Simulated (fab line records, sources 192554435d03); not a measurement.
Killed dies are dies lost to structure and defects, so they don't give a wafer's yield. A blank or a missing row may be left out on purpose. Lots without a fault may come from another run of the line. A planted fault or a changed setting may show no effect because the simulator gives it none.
Chamber matching | flow n5_finfet | N5_BEOL_M0_SAQP_SPACER1_ALD_98 on ald_sin-02: 4 sister chambers
The step deposits SiO2, target thk 12.8 nm, pulse time 1 s, purge time 2 s. 8 wafers are shown with their chamber, then 7 later ones without.

WAFERS WITH THEIR CHAMBER
wafer  | chamber | heater_power_outer_w (W) | heater_power_w (W)
L080.4 | 3       | 284                      | 510
L081.4 | 2       | 239                      | 471
L081.5 | 2       | 236                      | 456
L088.1 | 1       | 267                      | 445
L088.4 | 0       | 293                      | 508
L088.5 | 3       | 283                      | 492
L092.1 | 0       | 292                      | 516
L092.2 | 1       | 262                      | 455

WAFERS WITHOUT THEIR CHAMBER
wafer  | heater_power_outer_w (W) | heater_power_w (W)
L092.3 | 248                      | 458
L095.1 | 285                      | 499
L095.4 | 247                      | 476
L095.5 | 247                      | 467
L096.3 | 244                      | 468
L096.4 | 258                      | 452
L096.6 | 261                      | 465

WHICH CHAMBER EACH WENT THROUGH
wafer  | from the rows above | in truth
L092.3 | 2                   | 2
L095.1 | 3                   | 3
L095.4 | 2                   | 2
L095.5 | 2                   | 2
L096.3 | 2                   | 2
L096.4 | 1                   | 1
L096.6 | 1                   | 1
Placed correctly: 7 of 7. Can't be placed from these rows: 0. Placed wrongly: 0.
How it was worked out, from the rows above alone: a wafer's distance from a chamber is the root of the sum, over the readings, of the square of ((its reading less the chamber's mean) divided by the reading's scatter). The wafer belongs to the nearest chamber; if the next one is less than 2 further off, it can't be placed. A chamber's mean is the mean of its shown wafers. The scatter: the root of (the sum of the squares of (reading less its chamber's mean) over the shown wafers, divided by (wafers less chambers)).
